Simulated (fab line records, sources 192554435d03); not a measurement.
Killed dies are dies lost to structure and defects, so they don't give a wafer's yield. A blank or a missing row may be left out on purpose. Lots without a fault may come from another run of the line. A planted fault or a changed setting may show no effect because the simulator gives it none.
Chamber matching | flow n5_finfet | N5_SPACER0_ALD_07 on ald_sin-01: 4 sister chambers
The step deposits SiNx, target thk 2 nm. 27 wafers are shown with their chamber, then 12 later ones without.

WAFERS WITH THEIR CHAMBER
wafer  | chamber | heater_power_w (W)
L075.2 | 0       | 862
L075.4 | 1       | 838
L075.5 | 1       | 841
L082.3 | 3       | 764
L082.5 | 1       | 856
L082.6 | 2       | 829
L083.1 | 3       | 768
L083.2 | 1       | 855
L083.6 | 2       | 832
L084.1 | 2       | 845
L084.4 | 3       | 789
L084.5 | 3       | 792
L085.1 | 0       | 884
L085.3 | 3       | 786
L085.6 | 0       | 888
L087.2 | 0       | 868
L087.3 | 2       | 805
L087.5 | 0       | 885
L091.1 | 3       | 806
L091.2 | 2       | 816
L091.4 | 0       | 909
L093.1 | 2       | 841
L093.3 | 1       | 860
L093.5 | 3       | 797
L094.1 | 3       | 790
L094.4 | 1       | 848
L094.5 | 1       | 838

SIGNATURES (means of the wafers above)
reading        | chamber 0 | chamber 1 | chamber 2 | chamber 3 | scatter within a chamber
heater_power_w | 882.67    | 848.00    | 828.00    | 786.50    | 13.9
Rule: a wafer's distance from a chamber is the root of the sum, over the readings, of the square of ((its reading less the chamber's mean) divided by the reading's scatter). The wafer belongs to the nearest chamber; if the next one is less than 2 further off, it can't be placed. The scatter: the root of (the sum of the squares of (reading less its chamber's mean) over the shown wafers, divided by (wafers less chambers)).

WAFERS WITHOUT THEIR CHAMBER
wafer  | heater_power_w (W)
L095.2 | 880
L095.3 | 852
L095.6 | 908
L096.1 | 907
L096.2 | 857
L096.3 | 840
L096.4 | 789
L096.5 | 776
L096.6 | 906
L097.3 | 794
L097.5 | 835
L097.6 | 872

WHICH CHAMBER EACH WENT THROUGH
wafer  | from the rows above          | in truth
L095.2 | 0                            | 0
L095.3 | can't be placed: 1 or 2 or 0 | 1
L095.6 | 0                            | 0
L096.1 | 0                            | 0
L096.2 | can't be placed: 1 or 0 or 2 | 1
L096.3 | can't be placed: 1 or 2      | 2
L096.4 | 3                            | 3
L096.5 | 3                            | 3
L096.6 | 0                            | 0
L097.3 | can't be placed: 3 or 2      | 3
L097.5 | can't be placed: 2 or 1      | 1
L097.6 | can't be placed: 0 or 1      | 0
Placed correctly: 6 of 12. Can't be placed from these rows: 6 (the true chamber is among the candidates in 6). Placed wrongly: 0.
